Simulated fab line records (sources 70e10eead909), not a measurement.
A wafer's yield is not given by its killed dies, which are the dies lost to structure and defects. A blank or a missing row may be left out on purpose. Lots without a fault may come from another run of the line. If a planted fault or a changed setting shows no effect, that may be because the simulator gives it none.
Chamber matching | flow nand_harc | pecvd-04 running NHARC_P_M1_DEP_33: 3 sister chambers
The step deposits SiCN, target thk 30 nm. 6 wafers are shown with their chamber, then 7 later ones without.

== WAFERS WITH THEIR CHAMBER ==
wafer  | chamber | heater_power_w (W) | rf_fwd_power_W (W)
L078.4 | 1       | 673                | 447.8
L078.6 | 0       | 666                | 450.3
L079.1 | 0       | 677                | 448.5
L079.4 | 2       | 567                | 451.1
L081.1 | 2       | 630                | 450.3
L081.2 | 1       | 683                | 449.0

== WAFERS WHOSE CHAMBER IS MISSING ==
wafer  | heater_power_w (W) | rf_fwd_power_W (W)
L081.5 | 677                | 448.9
L086.1 | 620                | 450.7
L086.3 | 666                | 448.4
L086.6 | 618                | 449.1
L089.1 | 740                | 450.9
L089.3 | 625                | 447.5
L089.4 | 682                | 446.9

== CHAMBER TAKEN BY EACH ==
wafer  | from the rows above          | in truth
L081.5 | can't be placed: 1 or 0      | 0
L086.1 | can't be placed: 2 or 0      | 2
L086.3 | can't be placed: 1 or 0      | 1
L086.6 | can't be placed: 2 or 0 or 1 | 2
L089.1 | can't be placed: 0 or 1      | 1
L089.3 | can't be placed: 1 or 0 or 2 | 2
L089.4 | can't be placed: 1 or 0      | 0
Correct placement for 0 of the 7. Cannot be placed on the basis of these rows: 7; the candidates contain the true chamber in 7. Placed wrongly: 0.
How it was worked out, from the rows above alone: a wafer's distance from a chamber is the root of the sum, over the readings, of the square of ((its reading less the chamber's mean) divided by the reading's scatter). If the next closest chamber is less than 2 further off than the closest, the wafer can't be placed; otherwise it belongs to the closest. The mean given for a chamber averages the wafers shown for that chamber. The scatter is the square root of a quotient: the sum, over the shown wafers, of each reading's squared deviation from its chamber's mean, divided by wafers minus chambers.
